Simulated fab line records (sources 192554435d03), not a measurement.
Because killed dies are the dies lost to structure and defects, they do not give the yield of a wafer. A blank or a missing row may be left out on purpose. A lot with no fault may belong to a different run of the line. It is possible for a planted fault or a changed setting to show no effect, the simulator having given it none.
Split-lot experiment || flow n5_finfet || 39 wafers read across 7 lots, on a route 1938 steps long

== ABOUT THE SPLIT ==
At N5_BEOL_M6_VIA_ETCH_34 (etches SiCOH lowk in C4F6/O2, target depth 126.3 nm, time 50.9 s), the setting target_depth_a was moved away from the recipe's 1263 angstrom on 15 of the 39 wafers read, by -56.4% to +50.2%. For the rest of the wafers, this setting stayed at what the recipe calls for.

The reading is taken at the split's own step.

== THE READING ==
SOC_of_BEOL_M6_COAT_63.thk_nm (the simulator's own value, which no gauge read), in nm, at N5_BEOL_M6_VIA_ETCH_34 (etches SiCOH lowk in C4F6/O2, target depth 126.3 nm, time 50.9 s). No usual value for it is given in the file. Average 53.8 nm, standard deviation 0.22 nm, over the 24 wafers here run with the recipe.

{"wafer": "L074.1", "tool, chamber at the split": "rie_diel-04, 1", "target_depth_a as run, angstrom": 1263, "against the recipe": "recipe", "SOC_of_BEOL_M6_COAT_63.thk_nm, nm": 53.6, "against lot-mates on the recipe": "-"}
{"wafer": "L074.2", "tool, chamber at the split": "rie_diel-04, 0", "target_depth_a as run, angstrom": 1824, "against the recipe": "+44.4%", "SOC_of_BEOL_M6_COAT_63.thk_nm, nm": 51.4, "against lot-mates on the recipe": -2.3}
{"wafer": "L074.3", "tool, chamber at the split": "rie_diel-04, 3", "target_depth_a as run, angstrom": 1263, "against the recipe": "recipe", "SOC_of_BEOL_M6_COAT_63.thk_nm, nm": 53.8, "against lot-mates on the recipe": "-"}
{"wafer": "L074.4", "tool, chamber at the split": "rie_diel-04, 1", "target_depth_a as run, angstrom": 1263, "against the recipe": "recipe", "SOC_of_BEOL_M6_COAT_63.thk_nm, nm": 53.8, "against lot-mates on the recipe": "-"}
{"wafer": "L074.5", "tool, chamber at the split": "rie_diel-04, 0", "target_depth_a as run, angstrom": 1824, "against the recipe": "+44.4%", "SOC_of_BEOL_M6_COAT_63.thk_nm, nm": 51.2, "against lot-mates on the recipe": -2.5}
{"wafer": "L074.6", "tool, chamber at the split": "rie_diel-04, 3", "target_depth_a as run, angstrom": 1824, "against the recipe": "+44.4%", "SOC_of_BEOL_M6_COAT_63.thk_nm, nm": 51, "against lot-mates on the recipe": -2.7}
{"wafer": "L079.1", "tool, chamber at the split": "rie_diel-01, 0", "target_depth_a as run, angstrom": 1263, "against the recipe": "recipe", "SOC_of_BEOL_M6_COAT_63.thk_nm, nm": 53.8, "against lot-mates on the recipe": "-"}
{"wafer": "L079.2", "tool, chamber at the split": "rie_diel-01, 1", "target_depth_a as run, angstrom": 1263, "against the recipe": "recipe", "SOC_of_BEOL_M6_COAT_63.thk_nm, nm": 53.6, "against lot-mates on the recipe": "-"}
{"wafer": "L079.3", "tool, chamber at the split": "rie_diel-01, 3", "target_depth_a as run, angstrom": 1263, "against the recipe": "recipe", "SOC_of_BEOL_M6_COAT_63.thk_nm, nm": 53.6, "against lot-mates on the recipe": "-"}
{"wafer": "L079.4", "tool, chamber at the split": "rie_diel-01, 1", "target_depth_a as run, angstrom": 1263, "against the recipe": "recipe", "SOC_of_BEOL_M6_COAT_63.thk_nm, nm": 53.6, "against lot-mates on the recipe": "-"}
{"wafer": "L079.5", "tool, chamber at the split": "rie_diel-01, 0", "target_depth_a as run, angstrom": 1263, "against the recipe": "recipe", "SOC_of_BEOL_M6_COAT_63.thk_nm, nm": 54, "against lot-mates on the recipe": "-"}
{"wafer": "L079.6", "tool, chamber at the split": "rie_diel-01, 3", "target_depth_a as run, angstrom": 1263, "against the recipe": "recipe", "SOC_of_BEOL_M6_COAT_63.thk_nm, nm": 53.4, "against lot-mates on the recipe": "-"}
{"wafer": "L081.1", "tool, chamber at the split": "rie_diel-01, 1", "target_depth_a as run, angstrom": 1263, "against the recipe": "recipe", "SOC_of_BEOL_M6_COAT_63.thk_nm, nm": 53.8, "against lot-mates on the recipe": "-"}
{"wafer": "L081.2", "tool, chamber at the split": "rie_diel-01, 3", "target_depth_a as run, angstrom": 1263, "against the recipe": "recipe", "SOC_of_BEOL_M6_COAT_63.thk_nm, nm": 53.4, "against lot-mates on the recipe": "-"}
{"wafer": "L081.3", "tool, chamber at the split": "rie_diel-01, 0", "target_depth_a as run, angstrom": 1263, "against the recipe": "recipe", "SOC_of_BEOL_M6_COAT_63.thk_nm, nm": 54.2, "against lot-mates on the recipe": "-"}
{"wafer": "L080.1", "tool, chamber at the split": "rie_diel-04, 1", "target_depth_a as run, angstrom": 1774, "against the recipe": "+40.5%", "SOC_of_BEOL_M6_COAT_63.thk_nm, nm": 51.6, "against lot-mates on the recipe": -2.3}
{"wafer": "L080.2", "tool, chamber at the split": "rie_diel-04, 0", "target_depth_a as run, angstrom": 1263, "against the recipe": "recipe", "SOC_of_BEOL_M6_COAT_63.thk_nm, nm": 54, "against lot-mates on the recipe": "-"}
{"wafer": "L080.3", "tool, chamber at the split": "rie_diel-04, 2", "target_depth_a as run, angstrom": 1263, "against the recipe": "recipe", "SOC_of_BEOL_M6_COAT_63.thk_nm, nm": 53.8, "against lot-mates on the recipe": "-"}
{"wafer": "L080.4", "tool, chamber at the split": "rie_diel-04, 3", "target_depth_a as run, angstrom": 1774, "against the recipe": "+40.5%", "SOC_of_BEOL_M6_COAT_63.thk_nm, nm": 51.4, "against lot-mates on the recipe": -2.5}
{"wafer": "L080.5", "tool, chamber at the split": "rie_diel-04, 2", "target_depth_a as run, angstrom": 1774, "against the recipe": "+40.5%", "SOC_of_BEOL_M6_COAT_63.thk_nm, nm": 51.2, "against lot-mates on the recipe": -2.7}
{"wafer": "L080.6", "tool, chamber at the split": "rie_diel-04, 3", "target_depth_a as run, angstrom": 1263, "against the recipe": "recipe", "SOC_of_BEOL_M6_COAT_63.thk_nm, nm": 54, "against lot-mates on the recipe": "-"}
{"wafer": "L086.1", "tool, chamber at the split": "rie_diel-01, 3", "target_depth_a as run, angstrom": 1263, "against the recipe": "recipe", "SOC_of_BEOL_M6_COAT_63.thk_nm, nm": 53.6, "against lot-mates on the recipe": "-"}
{"wafer": "L086.2", "tool, chamber at the split": "rie_diel-01, 2", "target_depth_a as run, angstrom": 830.4, "against the recipe": "-34.3%", "SOC_of_BEOL_M6_COAT_63.thk_nm, nm": 56, "against lot-mates on the recipe": "+2.1"}
{"wafer": "L086.3", "tool, chamber at the split": "rie_diel-01, 0", "target_depth_a as run, angstrom": 830.4, "against the recipe": "-34.3%", "SOC_of_BEOL_M6_COAT_63.thk_nm, nm": 56.2, "against lot-mates on the recipe": "+2.3"}
{"wafer": "L086.4", "tool, chamber at the split": "rie_diel-01, 2", "target_depth_a as run, angstrom": 1263, "against the recipe": "recipe", "SOC_of_BEOL_M6_COAT_63.thk_nm, nm": 54.2, "against lot-mates on the recipe": "-"}
{"wafer": "L086.5", "tool, chamber at the split": "rie_diel-01, 3", "target_depth_a as run, angstrom": 1263, "against the recipe": "recipe", "SOC_of_BEOL_M6_COAT_63.thk_nm, nm": 53.8, "against lot-mates on the recipe": "-"}
{"wafer": "L086.6", "tool, chamber at the split": "rie_diel-01, 0", "target_depth_a as run, angstrom": 830.4, "against the recipe": "-34.3%", "SOC_of_BEOL_M6_COAT_63.thk_nm, nm": 56, "against lot-mates on the recipe": "+2.1"}
{"wafer": "L088.1", "tool, chamber at the split": "rie_diel-01, 1", "target_depth_a as run, angstrom": 550.1, "against the recipe": "-56.4%", "SOC_of_BEOL_M6_COAT_63.thk_nm, nm": 57.2, "against lot-mates on the recipe": "+3.4"}
{"wafer": "L088.2", "tool, chamber at the split": "rie_diel-01, 3", "target_depth_a as run, angstrom": 1263, "against the recipe": "recipe", "SOC_of_BEOL_M6_COAT_63.thk_nm, nm": 53.6, "against lot-mates on the recipe": "-"}
{"wafer": "L088.3", "tool, chamber at the split": "rie_diel-01, 2", "target_depth_a as run, angstrom": 550.1, "against the recipe": "-56.4%", "SOC_of_BEOL_M6_COAT_63.thk_nm, nm": 57.4, "against lot-mates on the recipe": "+3.6"}
{"wafer": "L088.4", "tool, chamber at the split": "rie_diel-01, 2", "target_depth_a as run, angstrom": 1263, "against the recipe": "recipe", "SOC_of_BEOL_M6_COAT_63.thk_nm, nm": 54, "against lot-mates on the recipe": "-"}
{"wafer": "L088.5", "tool, chamber at the split": "rie_diel-01, 1", "target_depth_a as run, angstrom": 550.1, "against the recipe": "-56.4%", "SOC_of_BEOL_M6_COAT_63.thk_nm, nm": 57.2, "against lot-mates on the recipe": "+3.4"}
{"wafer": "L088.6", "tool, chamber at the split": "rie_diel-01, 3", "target_depth_a as run, angstrom": 1263, "against the recipe": "recipe", "SOC_of_BEOL_M6_COAT_63.thk_nm, nm": 53.8, "against lot-mates on the recipe": "-"}
{"wafer": "L097.1", "tool, chamber at the split": "rie_diel-03, 2", "target_depth_a as run, angstrom": 1263, "against the recipe": "recipe", "SOC_of_BEOL_M6_COAT_63.thk_nm, nm": 53.4, "against lot-mates on the recipe": "-"}
{"wafer": "L097.2", "tool, chamber at the split": "rie_diel-03, 0", "target_depth_a as run, angstrom": 1897, "against the recipe": "+50.2%", "SOC_of_BEOL_M6_COAT_63.thk_nm, nm": 50.8, "against lot-mates on the recipe": -2.8}
{"wafer": "L097.3", "tool, chamber at the split": "rie_diel-03, 1", "target_depth_a as run, angstrom": 1263, "against the recipe": "recipe", "SOC_of_BEOL_M6_COAT_63.thk_nm, nm": 53.6, "against lot-mates on the recipe": "-"}
{"wafer": "L097.4", "tool, chamber at the split": "rie_diel-03, 3", "target_depth_a as run, angstrom": 1897, "against the recipe": "+50.2%", "SOC_of_BEOL_M6_COAT_63.thk_nm, nm": 50.6, "against lot-mates on the recipe": -3.0}
{"wafer": "L097.5", "tool, chamber at the split": "rie_diel-03, 1", "target_depth_a as run, angstrom": 1263, "against the recipe": "recipe", "SOC_of_BEOL_M6_COAT_63.thk_nm, nm": 53.8, "against lot-mates on the recipe": "-"}
{"wafer": "L097.6", "tool, chamber at the split": "rie_diel-03, 0", "target_depth_a as run, angstrom": 1897, "against the recipe": "+50.2%", "SOC_of_BEOL_M6_COAT_63.thk_nm, nm": 51, "against lot-mates on the recipe": -2.6}

THE FIT
A straight line over all 39 wafers: SOC_of_BEOL_M6_COAT_63.thk_nm changes by -0.0607 nm for each +1% of target_depth_a; r = -0.99; the points scatter about the line by 0.21 nm.
The same after taking each lot's own level away (the mean of its wafers on the recipe; 39 wafers): -0.0599 nm for each +1%; r = -0.99; scatter 0.2 nm.
According to that fit, moving target_depth_a by its largest amount changes the reading by 3.4 nm.
The span of the lots' own levels, 53.60 to 53.93 nm, comes to 1.5 times the standard deviation stated above.
The two slopes agree, so the slope changes little with the lot-to-lot level.
Check: for one of the wafers moved furthest among these (-56.4%), held out of the fit, the line's prediction against its lot-mates is +3.42 nm. Against them it came out at +3.4 nm.

== ADDITIONAL SPLITS CARRIED BY THESE WAFERS ==
These wafers also went through other splits before the reading. Each is held against what the fit with the lots' levels taken away leaves over:
{"other split on the same wafers": "N5_PMOS_HMC_CHANNEL_EPI_HM_DEP_34 time_s", "wafers away from the commonest value": 12, "r with SOC_of_BEOL_M6_COAT_63.thk_nm (lot level and that fit taken away)": "+0.11"}
{"other split on the same wafers": "N5_SD_EPI_N_ETCH_35 time_s", "wafers away from the commonest value": 12, "r with SOC_of_BEOL_M6_COAT_63.thk_nm (lot level and that fit taken away)": -0.01}
{"other split on the same wafers": "N5_MOL_CONTACT_COAG_VIA_ETCH_46 target_depth_a", "wafers away from the commonest value": 15, "r with SOC_of_BEOL_M6_COAT_63.thk_nm (lot level and that fit taken away)": "+0.17"}
{"other split on the same wafers": "N5_BEOL_M2_ALD_84 ald_cycles", "wafers away from the commonest value": 9, "r with SOC_of_BEOL_M6_COAT_63.thk_nm (lot level and that fit taken away)": -0.02}
{"other split on the same wafers": "N5_BEOL_M4_ILD_DEP_00 target_thk_a", "wafers away from the commonest value": 9, "r with SOC_of_BEOL_M6_COAT_63.thk_nm (lot level and that fit taken away)": "+0.18"}

== THE WHOLE CHAIN: every reading that the file lists as answering this split, in the file's order ==
{"step": "N5_BEOL_M6_VIA_ETCH_34", "what it does": "etches SiCOH lowk in C4F6/O2, target depth 126.3 nm, time 50.9 s", "reading": "etch.depth_nm (the simulator's own value, which no gauge read)", "change (the file's fit)": "+1.25 nm for each +1% of the setting", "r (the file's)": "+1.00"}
{"step": "N5_BEOL_M6_VIA_ETCH_34", "what it does": "etches SiCOH lowk in C4F6/O2, target depth 126.3 nm, time 50.9 s", "reading": "SOC_of_BEOL_M6_COAT_63.thk_nm (the simulator's own value, which no gauge read)", "change (the file's fit)": "-0.0597 nm for each +1% of the setting", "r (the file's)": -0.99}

== FILE'S OWN FIT ==
SOC_of_BEOL_M6_COAT_63.thk_nm changes by -0.0597 nm for each +1% of target_depth_a, r = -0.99.
